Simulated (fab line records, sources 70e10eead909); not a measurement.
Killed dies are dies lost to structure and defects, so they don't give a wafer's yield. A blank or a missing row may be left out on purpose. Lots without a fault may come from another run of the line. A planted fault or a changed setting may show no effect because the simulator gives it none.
fab line records | flow nand_harc
record lots=5 wafers=15 last_day=25
route steps=1159 shown A_WL_FILL@839 A_CONTACT@840
lots that met no fault: from a run of the same line without faults
start_h: hours from the record's first day to the start of the lot's first wafer shown | wait_h: hours since the lot's step before | " the same as in the row above | L1.1+2: a row that stands for several wafers | - no value, or no start given | * or withheld: withheld | < > ~ a bound
route shown NAME@n: a module of which the file shows steps, and the number in the route of the first | usual: mean/standard deviation of fault-free wafers | same: alike in all rows | chamber/n: place in a boat | sites: the reading at each site | _std_site: their standard deviation | _edge_site: outer sites' mean less inner sites' | radius_mm: how far each site lies from the wafer's centre | mask NAME#n: copy n | behind: the tool/chamber that last shaped the wafer | hold: why the lot was held/for how many hours/how that ended | device: the transistor (n, p or np) that didn't switch | end of line: the same wafers' tests at the end of the route | a step without rows: its recipe alone | killed: dies lost to structure and defects at the first sort, not the wafer's yield | map: a wafer's dies, x killed, . not, _ none there
set.NAME: the setting as run; set.NAME@STEP: as run at that earlier step | model.NAME: the simulator's own value behind a step, which no gauge read
lots at some steps of the route; a table a step, a row a wafer
services: from which hour (start_h, from the record's first day; less than 0 if before it) a tool's chamber was out of use, for how many hours, and why
## steps
# step NHARC_A_WL_FILL_INSPECT_15
# usual raw_defect_count=422/130
# columns lot.wafer tool chamber start_h wait_h raw_defect_count
L079.3 defect_inspect-01 - 380.33 0.0 282
L079.4 " - " " 452
L079.5 " - " " 353
L085.2 defect_inspect-01 - 434.22 0.0 331
L085.3 " - " " 332
L085.5 " - " " 484
L087.2 defect_inspect-01 - 447.90 0.0 276
L087.5 " - " " 226
L087.6 " - " " 349
L096.1 defect_inspect-02 - 506.41 0.0 242
L096.2 " - " " 278
L096.5 " - " " 284
L097.3 defect_inspect-02 - 509.63 0.1 386
L097.5 " - " " 442
L097.6 " - " " 709
# step NHARC_A_CONTACT_DEP_24
# recipe target_thk_a=5000 temp_c=400 pressure_torr=6.5 rf_w=900 teos_flow_sccm=161.4 flow_sccm=2650 target_thk_nm=500 gas=O2 material=SiO2
# usual flow_sccm=2649/7.6 heater_power_w=573/86 showerhead_vpp_V=1828/150 throttle_valve_pct=16.1/0.53
# columns lot.wafer tool chamber start_h wait_h flow_sccm heater_power_w showerhead_vpp_V throttle_valve_pct
L079.4 pecvd-03 2 380.58 0.3 2662 667 1895 15.6
L079.3 " 1 " " 2637 382 1669 17.2
L079.5 " 1 " " 2642 428 1672 17.0
L085.2 pecvd-03 2 434.28 0.1 2646 632 1831 15.2
L085.3 " 0 " " 2643 588 1831 16.1
L085.5 " 0 " " 2638 595 1861 16.0
L087.2 pecvd-03 0 448.10 0.2 2660 564 1850 15.9
L087.5 " 1 " " 2652 389 1645 17.4
L087.6 " 0 " " 2667 603 1818 15.9
L096.1 pecvd-04 0 506.48 0.1 2640 467 2059 16.0
L096.2 " 2 " " 2640 481 1874 15.9
L096.5 " 2 " " 2647 492 1863 15.6
L097.3 pecvd-02 1 509.82 0.2 2655 635 1692 16.0
L097.6 " 2 " " 2652 657 1638 15.7
L097.5 " 0 " " 2649 530 2094 16.5
# step NHARC_A_CONTACT_DEP_28
# recipe target_thk_a=36000 temp_c=400 material=aC
# usual throttle_valve_pct=34.999/0.0094
# columns lot.wafer tool chamber start_h wait_h throttle_valve_pct
L079.3 acl_dep-01 0 381.93 0.8 34.997
L079.4 " 0 " " 34.995
L079.5 " 0 " " 35.014
L085.2 acl_dep-01 0 435.25 0.4 35.003
L085.3 " 0 " " 35.009
L085.5 " 0 " " 35.012
L087.2 acl_dep-01 0 449.45 0.9 34.997
L087.5 " 0 450.57 2.0 35.003
L087.6 " 0 " " 34.989
L096.1 acl_dep-02 0 507.08 0.1 35.001
L096.2 " 0 " " 35.011
L096.5 " 0 508.54 1.5 34.995
L097.3 acl_dep-02 0 511.87 1.6 35.009
L097.5 " 0 " " 34.996
L097.6 " 0 " " 34.993
# step NHARC_A_CONTACT_DEP_29
# recipe target_thk_a=700 target_thk_nm=70 temp_c=400 pressure_torr=3.5 flow_sccm=200 rf_w=350 material=SiON
# usual heater_power_w=724/75 showerhead_vpp_V=1164/91
# columns lot.wafer tool chamber start_h wait_h heater_power_w showerhead_vpp_V
L079.3 pecvd-03 0 383.48 1.2 717 1164
L079.5 " 2 " " 808 1145
L079.4 " 0 " " 692 1146
L085.2 pecvd-02 1 437.09 1.5 753 1052
L085.3 " 0 " " 801 1304
L085.5 " 1 " " 767 1075
L087.2 pecvd-04 2 451.33 1.5 704 1172
L087.5 " 2 " " 746 1184
L087.6 " 0 " " 707 1285
L096.1 pecvd-03 2 509.32 1.9 769 1158
L096.2 " 0 " " 804 1152
L096.5 " 1 " " 685 1034
L097.3 pecvd-04 2 513.43 1.2 718 1165
L097.6 " 0 " " 738 1298
L097.5 " 1 " " 546 1151
# step NHARC_A_CONTACT_DEHYDRATE_32
# recipe temp_c=150 time_s=120
# usual plate_temp_C=149.99/0.14
# columns lot.wafer tool chamber start_h wait_h plate_temp_C
L079.3 litho_track-04 0 383.72 0.2 149.79
L079.4 " 0 " " 149.79
L079.5 " 0 " " 149.99
L085.2 litho_track-04 0 437.36 0.2 150.02
L085.3 " 0 " " 150.28
L085.5 " 0 " " 150.13
L087.2 litho_track-04 0 451.60 0.2 149.99
L087.5 " 0 " " 150.14
L087.6 " 0 " " 150.21
L096.1 litho_track-04 0 509.56 0.2 149.81
L096.2 " 0 " " 149.88
L096.5 " 0 " " 149.69
L097.3 litho_track-01 0 513.64 0.2 150.08
L097.5 " 0 " " 150.24
L097.6 " 0 " " 149.94
# step NHARC_A_CONTACT_HMDS_33
# recipe time_s=30
# columns lot.wafer tool chamber start_h wait_h
L079.3+4+5 litho_track-04 0 - -
L085.2+3+5 litho_track-04 0 - -
L087.2+5+6 litho_track-04 0 - -
L096.1+2+5 litho_track-04 0 - -
L097.3+5+6 litho_track-01 0 - -
# step NHARC_A_CONTACT_COAT_34
# recipe temp_c=260 time_s=75
# usual plate_temp_C=260.01/0.2
# columns lot.wafer tool chamber start_h wait_h plate_temp_C
L079.3 litho_track-04 0 - - 259.91
L079.4 " 0 " " 259.82
L079.5 " 0 " " 259.68
L085.2 litho_track-04 0 - - 259.87
L085.3 " 0 " " 259.80
L085.5 " 0 " " 260.07
L087.2 litho_track-04 0 - - 260.22
L087.5 " 0 " " 260.30
L087.6 " 0 " " 260.53
L096.1 litho_track-04 0 - - 260.26
L096.2 " 0 " " 259.91
L096.5 " 0 " " 259.82
L097.3 litho_track-01 0 - - 260.01
L097.5 " 0 " " 260.06
L097.6 " 0 " " 260.04
# step NHARC_A_CONTACT_COAT_35
# recipe temp_c=225 time_s=65
# usual plate_temp_C=225.02/0.17
# columns lot.wafer tool chamber start_h wait_h plate_temp_C
L079.3 litho_track-04 0 - - 225.18
L079.4 " 0 " " 225.05
L079.5 " 0 " " 225.03
L085.2 litho_track-04 0 - - 225.19
L085.3 " 0 " " 225.19
L085.5 " 0 " " 225.08
L087.2 litho_track-04 0 - - 225.08
L087.5 " 0 " " 225.30
L087.6 " 0 " " 225.32
L096.1 litho_track-04 0 - - 225.16
L096.2 " 0 " " 225.00
L096.5 " 0 " " 225.03
L097.3 litho_track-01 0 - - 225.02
L097.5 " 0 " " 224.75
L097.6 " 0 " " 224.85
# step NHARC_A_CONTACT_COAT_36
# recipe spin_rpm=1500 resist_thk_nm=90
# usual spin_speed_rpm=1500.1/0.97
# columns lot.wafer tool chamber start_h wait_h spin_speed_rpm
L079.3 litho_track-04 0 - - 1499.4
L079.4 " 0 " " 1500.7
L079.5 " 0 " " 1498.9
L085.2 litho_track-04 0 - - 1501.3
L085.3 " 0 " " 1499.8
L085.5 " 0 " " 1500.7
L087.2 litho_track-04 0 - - 1500.4
L087.5 " 0 " " 1499.8
L087.6 " 0 " " 1497.9
L096.1 litho_track-04 0 - - 1499.7
L096.2 " 0 " " 1500.2
L096.5 " 0 " " 1501.0
L097.3 litho_track-01 0 - - 1501.1
L097.5 " 0 " " 1500.0
L097.6 " 0 " " 1500.6
# step NHARC_A_CONTACT_SOFTBAKE_37
# recipe temp_c=105 time_s=55
# usual plate_temp_C=104.96/0.14
# columns lot.wafer tool chamber start_h wait_h plate_temp_C
L079.3 litho_track-04 0 - - 105.06
L079.4 " 0 " " 104.89
L079.5 " 0 " " 104.70
L085.2 litho_track-04 0 - - 104.84
L085.3 " 0 " " 104.87
L085.5 " 0 " " 104.85
L087.2 litho_track-04 0 - - 104.98
L087.5 " 0 " " 104.89
L087.6 " 0 " " 104.93
L096.1 litho_track-04 0 - - 105.15
L096.2 " 0 " " 104.95
L096.5 " 0 " " 105.25
L097.3 litho_track-01 0 - - 105.06
L097.5 " 0 " " 104.86
L097.6 " 0 " " 104.99
# step NHARC_A_CONTACT_EBR_38
# columns lot.wafer tool chamber start_h wait_h
L079.3+4+5 litho_track-04 0 - -
L085.2+3+5 litho_track-04 0 - -
L087.2+5+6 litho_track-04 0 - -
L096.1+2+5 litho_track-04 0 - -
L097.3+5+6 litho_track-01 0 - -
# step NHARC_A_CONTACT_EXPOSE_39
# recipe na=1.35 sigma_outer=0.8 dose_mj=58.79 mask_id=A_CC_3
# usual focus_offset_nm=0.0/0.5
# columns lot.wafer tool chamber start_h wait_h mask focus_offset_nm
L079.3 arfi_scanner-02 0 384.05 - A_CC_3#0 -0.2
L079.4 " 0 " " A_CC_3#0 0.0
L079.5 " 0 " " A_CC_3#0 -0.6
L085.2 arfi_scanner-03 0 437.68 - A_CC_3#0 -0.6
L085.3 " 0 " " A_CC_3#0 -0.5
L085.5 " 0 " " A_CC_3#0 0.6
L087.2 arfi_scanner-01 0 451.92 - A_CC_3#0 0.2
L087.5 " 0 " " A_CC_3#0 -0.4
L087.6 " 0 " " A_CC_3#0 0.0
L096.1 arfi_scanner-02 0 509.87 - A_CC_3#0 -0.3
L096.2 " 0 " " A_CC_3#0 -0.3
L096.5 " 0 " " A_CC_3#0 -0.6
L097.3 arfi_scanner-01 0 513.96 - A_CC_3#0 0.5
L097.5 " 0 " " A_CC_3#0 -0.1
L097.6 " 0 " " A_CC_3#0 0.4
# step NHARC_A_CONTACT_PEB_40
# recipe peb_temp_c=100 peb_time_s=65
# usual plate_temp_C=100.00/0.14
# columns lot.wafer tool chamber start_h wait_h plate_temp_C
L079.3 litho_track-06 0 384.11 0.0 100.03
L079.4 " 0 " " 99.85
L079.5 " 0 " " 99.77
L085.2 litho_track-01 0 437.73 0.1 99.90
L085.3 " 0 " " 100.13
L085.5 " 0 " " 100.07
L087.2 litho_track-01 0 451.97 0.1 99.88
L087.5 " 0 " " 99.88
L087.6 " 0 " " 100.05
L096.1 litho_track-01 0 509.93 0.1 100.08
L096.2 " 0 " " 99.99
L096.5 " 0 " " 100.12
L097.3 litho_track-04 0 514.01 0.0 100.11
L097.5 " 0 " " 100.18
L097.6 " 0 " " 100.02
# step NHARC_A_CONTACT_DEVELOP_41
# recipe develop_time_s=35 dev_temp_c=23
# columns lot.wafer tool chamber start_h wait_h
L079.3+4+5 litho_track-06 0 - -
L085.2+3+5 litho_track-01 0 - -
L087.2+5+6 litho_track-01 0 - -
L096.1+2+5 litho_track-01 0 - -
L097.3+5+6 litho_track-04 0 - -
# step NHARC_A_CONTACT_CD_MEAS_42
# recipe target_cd_nm=200 landing_energy_ev=500
# usual cd_nm=200.1/0.5
# columns lot.wafer tool chamber start_h wait_h cd_nm
L079.3 cd_sem-03 0 384.19 - 200.0
L079.4 " 0 " " 200.6
L079.5 " 0 " " 200.4
L085.2 cd_sem-02 0 437.81 - 200.6
L085.3 " 0 " " 201.0
L085.5 " 0 " " 200.4
L087.2 cd_sem-02 0 452.05 - 200.5
L087.5 " 0 " " 200.3
L087.6 " 0 " " 200.3
L096.1 cd_sem-03 0 510.01 - 200.5
L096.2 " 0 " " 199.9
L096.5 " 0 " " 200.4
L097.3 cd_sem-01 0 514.10 - 200.8
L097.5 " 0 " " 200.1
L097.6 " 0 " " 199.6
# step NHARC_A_CONTACT_OVL_MEAS_43
# usual overlay_x_nm=0.0/0.72 overlay_y_nm=-0.2/0.9
# columns lot.wafer tool chamber start_h wait_h overlay_x_nm overlay_y_nm
L079.3 overlay-01 - 384.27 - 0.8 -0.6
L079.4 " - " " -0.2 -0.5
L079.5 " - " " -0.1 0.0
L085.2 overlay-02 - 437.90 - 0.0 -1.2
L085.3 " - " " -0.5 -1.0
L085.5 " - " " -0.5 -1.1
L087.2 overlay-02 - 452.14 - -0.2 0.3
L087.5 " - " " -0.7 -0.4
L087.6 " - " " -0.4 0.1
L096.1 overlay-02 - 510.10 - 0.5 0.5
L096.2 " - " " 0.1 0.8
L096.5 " - " " 0.6 0.6
L097.3 overlay-01 - 514.18 - 0.7 -0.1
L097.5 " - " " 0.9 -0.7
L097.6 " - " " 0.8 -0.7
# step NHARC_A_CONTACT_INSPECT_44
# usual raw_defect_count=29/14
# columns lot.wafer tool chamber start_h wait_h raw_defect_count
L079.3 defect_inspect-02 - 384.31 0.0 17
L079.4 " - " " 23
L079.5 " - " " 22
L085.2 defect_inspect-02 - 437.94 0.0 53
L085.3 " - " " 51
L085.5 " - " " 36
L087.2 defect_inspect-01 - 452.19 0.1 10
L087.5 " - " " 4
L087.6 " - " " 10
L096.1 defect_inspect-02 - 510.14 0.0 18
L096.2 " - " " 15
L096.5 " - " " 22
L097.3 defect_inspect-02 - 514.24 0.1 46
L097.5 " - " " 45
L097.6 " - " " 45
# step NHARC_A_CONTACT_DESCUM_47
# recipe time_s=3 o2_flow_sccm=200 ar_flow_sccm=0 bias_power_w=0 chemistry=O2
# usual chamber_pressure_mTorr=59.99/0.2 drypump_motor_current_A=5.7/0.41 oes_product_au=1.001/0.0095 rf_vpp_V=57.6/0.88 showerhead_plenum_p_Torr=1.87/0.073 throttle_valve_pct=11.311/0.0092
# columns lot.wafer tool chamber start_h wait_h chamber_pressure_mTorr drypump_motor_current_A oes_product_au rf_hours_counter_h rf_vpp_V showerhead_plenum_p_Torr throttle_valve_pct
L079.4 rie_diel-13 3 384.37 0.1 60.09 6.0 1.004 15 59.7 1.96 11.301
L079.3 " 2 " " 59.99 6.0 1.020 15 55.9 1.83 11.316
L079.5 " 0 " " 59.90 5.2 0.999 - 57.9 1.81 11.313
L085.2 rie_diel-13 3 438.00 0.1 60.00 5.9 1.007 25 58.1 1.96 11.317
L085.3 " 2 " " 59.93 6.0 1.021 25 58.4 1.83 11.296
L085.5 " 3 " " 59.99 5.9 1.003 - 57.5 1.96 11.310
L087.2 rie_diel-13 2 452.26 0.1 59.98 6.0 1.008 29 58.0 1.83 11.309
L087.5 " 1 " " 60.06 5.5 0.990 - 56.4 1.82 11.310
L087.6 " 2 " " 60.04 6.0 1.020 - 58.1 1.83 11.303
L096.2 rie_diel-01 2 510.21 0.1 60.11 6.0 1.006 2 57.5 1.94 11.316
L096.1 " 0 " " 60.00 6.7 1.019 2 59.2 2.08 11.315
L096.5 " 2 " " 60.05 6.0 1.008 - 56.9 1.94 11.303
L097.3 rie_diel-13 2 514.31 0.1 59.97 6.0 1.018 9 56.8 1.83 11.321
L097.5 " 0 " " 59.98 5.2 0.999 - 56.2 1.80 11.325
L097.6 " 1 " " 59.92 5.5 1.006 - 57.1 1.82 11.307
# step NHARC_A_CONTACT_ETCH_48
# recipe target_depth_a=390 over_etch_frac=0.3 time_s=65 ion_energy_ev=80 cf4_flow_sccm=150 ar_flow_sccm=0 rf_w=300 bias_w=100 chemistry=CF4
# usual chamber_pressure_mTorr=50.00/0.045 drypump_motor_current_A=5.7/0.41 oes_product_au=1.001/0.01 rf_vpp_V=150.7/1 showerhead_plenum_p_Torr=1.73/0.062 throttle_valve_pct=13.282/0.0094
# columns lot.wafer tool chamber start_h wait_h chamber_pressure_mTorr drypump_motor_current_A oes_product_au rf_hours_counter_h rf_vpp_V showerhead_plenum_p_Torr throttle_valve_pct
L079.4 rie_diel-13 1 384.63 0.3 50.02 5.4 0.999 16 150.3 1.69 13.283
L079.3 " 2 " " 49.96 6.0 1.018 15 151.9 1.70 13.285
L079.5 " 1 " " 50.06 5.5 0.989 - 151.4 1.69 13.283
L085.3 rie_diel-13 3 438.09 0.1 50.03 6.0 1.010 25 151.2 1.81 13.284
L085.2 " 1 " " 50.01 5.4 0.992 27 150.4 1.69 13.268
L085.5 " 2 " " 49.99 6.0 1.015 - 149.3 1.70 13.273
L087.2 rie_diel-13 3 452.34 0.1 49.99 6.0 1.005 29 151.6 1.80 13.298
L087.6 " 2 " " 50.00 6.0 1.024 - 150.5 1.70 13.281
L087.5 " 3 " " 50.01 6.0 1.008 - 152.0 1.81 13.290
L096.1 rie_diel-01 1 510.28 0.1 50.08 5.1 0.996 2 150.3 1.66 13.270
L096.2 " 2 " " 50.05 6.0 0.991 2 151.3 1.79 13.268
L096.5 " 1 " " 49.97 5.1 0.993 - 149.1 1.66 13.282
L097.3 rie_diel-13 0 514.39 0.1 49.96 5.2 1.007 8 149.2 1.67 13.280
L097.5 " 3 " " 50.03 5.9 1.017 - 152.0 1.80 13.294
L097.6 " 0 " " 50.01 5.2 1.010 - 149.1 1.67 13.273
# step NHARC_A_CONTACT_ETCH_49
# recipe target_depth_a=2600 over_etch_frac=0.3 time_s=475.3 ion_energy_ev=200 n2_flow_sccm=150 h2_flow_sccm=150 ar_flow_sccm=0 rf_w=400 bias_w=150 chemistry=N2/H2
# usual chamber_pressure_mTorr=29.995/0.024 drypump_motor_current_A=5.7/0.41 oes_product_au=0.999/0.011 rf_vpp_V=429.5/2.5 showerhead_plenum_p_Torr=2.00/0.081 throttle_valve_pct=14.171/0.0091
# columns lot.wafer tool chamber start_h wait_h chamber_pressure_mTorr drypump_motor_current_A oes_product_au rf_hours_counter_h rf_vpp_V showerhead_plenum_p_Torr throttle_valve_pct
L079.4 rie_diel-13 2 - - 29.949 6.0 1.007 16 427.9 1.95 14.171
L079.3 " 3 " " 29.988 6.0 0.995 16 431.3 2.09 14.176
L079.5 " 2 " " 29.990 5.9 1.015 - 427.7 1.95 14.164
L085.2 rie_diel-13 3 - - 30.006 6.0 1.011 25 433.6 2.09 14.158
L085.3 " 0 " " 29.962 5.2 0.996 25 428.2 1.92 14.182
L085.5 " 1 " " 29.980 5.4 0.999 - 427.4 1.94 14.170
L087.2 rie_diel-13 0 - - 30.013 5.2 0.999 30 427.3 1.92 14.177
L087.6 " 2 " " 30.032 6.0 1.023 - 427.3 1.95 14.171
L087.5 " 3 " " 30.021 6.0 0.995 - 431.8 2.09 14.174
L096.1 rie_diel-01 3 - - 30.013 5.4 0.982 2 427.4 1.98 14.183
L096.2 " 1 " " 29.963 5.1 0.999 2 426.4 1.90 14.173
L096.5 " 3 " " 29.972 5.4 0.979 - 430.2 1.98 14.178
L097.3 rie_diel-13 2 - - 30.008 6.0 1.011 9 427.8 1.95 14.173
L097.6 " 2 " " 30.000 6.0 1.017 - 426.8 1.95 14.187
L097.5 " 3 " " 29.998 6.0 0.990 - 430.3 2.08 14.167
# step NHARC_A_CONTACT_ETCH_50
# recipe target_depth_a=847 time_s=42.4 cf4_flow_sccm=100 chf3_flow_sccm=30 ar_flow_sccm=0 rf_w=500 bias_w=200 chemistry=CF4/CHF3
# usual chamber_pressure_mTorr=24.997/0.023 drypump_motor_current_A=5.7/0.4 oes_product_au=0.946/0.022 rf_vpp_V=369.6/2 showerhead_plenum_p_Torr=1.54/0.056 throttle_valve_pct=16.802/0.0094
# columns lot.wafer tool chamber start_h wait_h chamber_pressure_mTorr drypump_motor_current_A oes_product_au rf_hours_counter_h rf_vpp_V showerhead_plenum_p_Torr throttle_valve_pct
L079.3 rie_diel-13 3 - - 25.023 6.0 0.942 16 373.3 1.61 16.798
L079.4 " 0 " " 25.006 5.2 0.935 17 369.0 1.49 16.822
L079.5 " 0 " " 25.014 5.2 0.919 - 366.9 1.49 16.811
L085.2 rie_diel-13 0 - - 24.997 5.2 0.956 25 366.6 1.49 16.808
L085.3 " 3 " " 24.994 6.0 0.967 25 371.0 1.61 16.810
L085.5 " 0 " " 24.990 5.2 0.964 - 368.6 1.49 16.806
L087.2 rie_diel-13 3 - - 24.964 6.0 0.978 29 370.7 1.61 16.814
L087.6 " 0 " " 25.023 5.2 0.969 - 369.2 1.49 16.802
L087.5 " 1 " " 24.981 5.5 0.949 - 368.5 1.50 16.802
L096.2 rie_diel-01 3 - - 24.993 5.3 0.955 2 368.8 1.53 16.794
L096.1 " 1 " " 24.979 5.1 0.962 2 366.9 1.48 16.795
L096.5 " 2 " " 24.993 6.0 0.967 - 371.5 1.60 16.796
L097.3 rie_diel-13 0 - - 25.011 5.1 0.968 9 367.8 1.49 16.818
L097.6 " 2 " " 24.982 6.0 0.985 - 368.9 1.51 16.798
L097.5 " 3 " " 24.999 5.9 0.977 - 372.6 1.60 16.793
# step NHARC_A_CONTACT_ETCH_51
# recipe target_depth_a=36000 over_etch_frac=0.3 time_s=936 ion_energy_ev=150 o2_flow_sccm=400 cos_flow_sccm=20 ar_flow_sccm=0 rf_w=500 bias_w=300 chemistry=O2/COS
# usual chamber_pressure_mTorr=19.999/0.018 drypump_motor_current_A=5.7/0.4 oes_product_au=1.001/0.0099 rf_vpp_V=313.4/1.9 showerhead_plenum_p_Torr=3.06/0.11 throttle_valve_pct=28.331/0.0098
# columns lot.wafer tool chamber start_h wait_h chamber_pressure_mTorr drypump_motor_current_A oes_product_au rf_hours_counter_h rf_vpp_V showerhead_plenum_p_Torr throttle_valve_pct
L079.3 rie_diel-13 0 - - 20.000 5.2 1.004 17 310.9 2.96 28.327
L079.4 " 1 " " 19.990 5.5 1.001 17 312.4 2.99 28.316
L079.5 " 3 " " 19.994 6.0 1.004 - 315.4 3.19 28.351
L085.3 rie_diel-13 1 - - 20.016 5.5 0.986 27 312.5 2.98 28.338
L085.2 " 0 " " 19.970 5.2 0.995 26 312.9 2.96 28.322
L085.5 " 1 " " 20.023 5.5 0.981 - 312.2 2.98 28.328
L087.2 rie_diel-13 1 - - 20.027 5.5 0.987 31 312.0 2.98 28.344
L087.6 " 0 " " 19.994 5.2 0.996 - 311.4 2.96 28.324
L087.5 " 1 " " 20.024 5.5 1.001 - 312.8 2.98 28.336
L096.1 rie_diel-01 1 - - 20.024 5.1 1.007 2 310.7 2.93 28.336
L096.2 " 2 " " 19.987 6.0 1.000 3 314.5 3.17 28.350
L096.5 " 1 " " 20.013 5.1 1.002 - 309.8 2.93 28.331
L097.3 rie_diel-13 1 - - 20.010 5.5 0.994 9 310.6 2.98 28.327
L097.6 " 1 " " 20.014 5.5 0.996 - 312.7 2.98 28.329
L097.5 " 2 " " 19.999 6.0 1.001 - 311.9 2.99 28.326
# step NHARC_A_CONTACT_ETCH_111
# recipe source_w=withheld pressure_mtorr=20 bias_v=withheld time_s=140 target_depth_a=7000 ar_flow_sccm=withheld c4f8_flow_sccm=withheld o2_flow_sccm=withheld chemistry=C4F8/O2/Ar
# usual chamber_pressure_mTorr=20.000/0.019
# columns lot.wafer tool chamber start_h wait_h chamber_pressure_mTorr rf_hours_counter_h
L079.4 har_cap_etch-03 0 386.22 - 20.016 -
L079.3 " 1 " " 19.991 -
L079.5 " 1 " " 19.989 -
L085.2 har_cap_etch-01 0 439.29 - 20.006 69
L085.3 " 0 " " 20.027 -
L085.5 " 0 " " 20.021 -
L087.2 har_cap_etch-02 0 453.52 - 19.972 23
L087.6 " 0 " " 20.009 -
L087.5 " 1 " " 20.019 -
L096.1 har_cap_etch-02 0 511.46 - 20.015 32
L096.2 " 1 " " 20.001 32
L096.5 " 0 " " 19.967 -
L097.3 har_cap_etch-01 1 515.87 - 20.004 -
L097.5 " 1 " " 20.005 -
L097.6 " 0 " " 19.964 -
# step NHARC_A_CONTACT_ETCH_112
# recipe source_w=withheld pressure_mtorr=20 bias_v=3000 time_s=94 target_depth_a=9220 ar_flow_sccm=withheld c4f8_flow_sccm=withheld o2_flow_sccm=withheld chemistry=C4F8/O2/Ar
# usual chamber_pressure_mTorr=20.002/0.025
# columns lot.wafer tool chamber start_h wait_h chamber_pressure_mTorr rf_hours_counter_h
L079.4 har_cap_etch-03 0 386.38 0.1 20.016 -
L079.3 " 1 " " 20.022 -
L079.5 " 1 " " 19.983 -
L085.2 har_cap_etch-01 0 439.48 0.1 20.028 69
L085.3 " 0 " " 20.000 -
L085.5 " 0 " " 20.028 -
L087.2 har_cap_etch-02 0 453.72 0.2 19.969 23
L087.6 " 0 " " 19.996 -
L087.5 " 1 " " 19.982 -
L096.1 har_cap_etch-02 0 511.66 0.2 19.998 32
L096.2 " 1 " " 19.975 32
L096.5 " 0 " " 20.011 -
L097.3 har_cap_etch-01 1 516.09 0.2 20.012 -
L097.5 " 1 " " 19.998 -
L097.6 " 0 " " 20.005 -
# step NHARC_A_CONTACT_ETCH_113
# recipe source_w=withheld pressure_mtorr=20 bias_v=3000 time_s=94 target_depth_a=9220 ar_flow_sccm=withheld c4f8_flow_sccm=withheld o2_flow_sccm=withheld chemistry=C4F8/O2/Ar
# usual chamber_pressure_mTorr=20.000/0.017
# columns lot.wafer tool chamber start_h wait_h chamber_pressure_mTorr rf_hours_counter_h
L079.4 har_cap_etch-03 0 386.47 0.1 19.978 -
L079.3 " 1 " " 19.995 -
L079.5 " 1 " " 20.013 -
L085.2 har_cap_etch-01 0 439.57 0.1 19.996 69
L085.3 " 0 " " 19.999 -
L085.5 " 0 " " 19.981 -
L087.2 har_cap_etch-02 0 453.81 0.1 20.018 23
L087.6 " 0 " " 19.984 -
L087.5 " 1 " " 20.004 -
L096.1 har_cap_etch-02 0 511.75 0.1 19.976 32
L096.2 " 1 " " 19.985 32
L096.5 " 0 " " 20.033 -
L097.3 har_cap_etch-01 1 516.21 0.1 19.989 -
L097.5 " 1 " " 20.002 -
L097.6 " 0 " " 20.024 -
# step NHARC_A_CONTACT_ETCH_114
# recipe source_w=withheld pressure_mtorr=20 bias_v=3000 time_s=94 target_depth_a=9220 ar_flow_sccm=withheld c4f8_flow_sccm=withheld o2_flow_sccm=withheld chemistry=C4F8/O2/Ar
# usual chamber_pressure_mTorr=20.000/0.02
# columns lot.wafer tool chamber start_h wait_h chamber_pressure_mTorr rf_hours_counter_h
L079.4 har_cap_etch-03 0 386.56 0.1 20.013 -
L079.3 " 1 " " 19.988 -
L079.5 " 1 " " 20.016 -
L085.2 har_cap_etch-01 0 439.66 0.1 19.980 69
L085.3 " 0 " " 20.008 -
L085.5 " 0 " " 20.032 -
L087.2 har_cap_etch-02 0 453.90 0.1 19.989 23
L087.6 " 0 " " 19.994 -
L087.5 " 1 " " 19.989 -
L096.1 har_cap_etch-02 0 511.84 0.1 19.967 32
L096.2 " 1 " " 20.023 32
L096.5 " 0 " " 19.962 -
L097.3 har_cap_etch-01 1 516.33 0.1 19.989 -
L097.5 " 1 " " 19.991 -
L097.6 " 0 " " 20.006 -
# step NHARC_A_CONTACT_ETCH_115
# recipe source_w=withheld pressure_mtorr=20 bias_v=3000 time_s=94 target_depth_a=9220 ar_flow_sccm=withheld c4f8_flow_sccm=withheld o2_flow_sccm=withheld chemistry=C4F8/O2/Ar
# usual chamber_pressure_mTorr=19.995/0.02
# columns lot.wafer tool chamber start_h wait_h chamber_pressure_mTorr rf_hours_counter_h
L079.4 har_cap_etch-03 0 386.65 0.1 20.003 -
L079.3 " 1 " " 20.003 -
L079.5 " 1 " " 20.008 -
L085.2 har_cap_etch-01 0 439.75 0.1 20.010 69
L085.3 " 0 " " 20.043 -
L085.5 " 0 " " 20.019 -
L087.2 har_cap_etch-02 0 453.99 0.1 19.973 23
L087.6 " 0 " " 19.978 -
L087.5 " 1 " " 19.986 -
L096.1 har_cap_etch-02 0 511.93 0.1 20.005 32
L096.2 " 1 " " 19.959 32
L096.5 " 0 " " 20.000 -
L097.3 har_cap_etch-01 1 516.45 0.1 19.989 -
L097.5 " 1 " " 19.985 -
L097.6 " 0 " " 19.996 -
# step NHARC_A_CONTACT_ETCH_116
# recipe source_w=withheld pressure_mtorr=20 bias_v=3000 time_s=94 target_depth_a=9220 ar_flow_sccm=withheld c4f8_flow_sccm=withheld o2_flow_sccm=withheld chemistry=C4F8/O2/Ar
# usual chamber_pressure_mTorr=20.000/0.016
# columns lot.wafer tool chamber start_h wait_h chamber_pressure_mTorr rf_hours_counter_h
L079.4 har_cap_etch-03 0 386.74 0.1 20.021 -
L079.3 " 1 " " 20.023 -
L079.5 " 1 " " 20.014 -
L085.2 har_cap_etch-01 0 439.84 0.1 19.984 69
L085.3 " 0 " " 20.002 -
L085.5 " 0 " " 20.017 -
L087.2 har_cap_etch-02 0 454.08 0.1 20.015 23
L087.6 " 0 " " 19.987 -
L087.5 " 1 " " 20.014 -
L096.1 har_cap_etch-02 0 512.02 0.1 19.990 32
L096.2 " 1 " " 20.004 32
L096.5 " 0 " " 19.988 -
L097.3 har_cap_etch-01 1 516.57 0.1 20.002 -
L097.5 " 1 " " 19.979 -
L097.6 " 0 " " 19.988 -
## services
# columns tool chamber start_h hours kind
pecvd-03 0 360.14 23.0 repair
arfi_scanner-03 - 361.60 0.3 repair
arfi_scanner-01 - 368.00 4.0 pm
pecvd-04 - 376.15 13.0 pm
rie_diel-01 1 385.95 10.3 repair
rie_diel-13 2 401.11 8.7 repair
arfi_scanner-02 - 428.00 4.0 pm
har_cap_etch-03 - 429.71 0.7 repair
litho_track-01 - 443.00 7.0 pm
rie_diel-13 - 453.26 9.0 pm
arfi_scanner-03 - 466.52 0.7 repair
litho_track-06 - 467.00 7.0 pm
arfi_scanner-02 - 472.01 0.4 repair
har_cap_etch-02 - 472.27 0.2 repair
pecvd-03 - 473.23 13.0 pm
acl_dep-01 - 476.75 13.0 pm
arfi_scanner-02 - 482.12 1.4 repair
arfi_scanner-03 - 484.00 4.0 pm
arfi_scanner-02 - 484.18 2.4 repair
pecvd-02 0 486.94 3.9 repair
litho_track-04 - 491.00 7.0 pm
rie_diel-01 - 491.93 9.0 pm
har_cap_etch-02 - 504.24 2.4 repair
pecvd-02 - 515.20 13.0 pm
## key
fault none
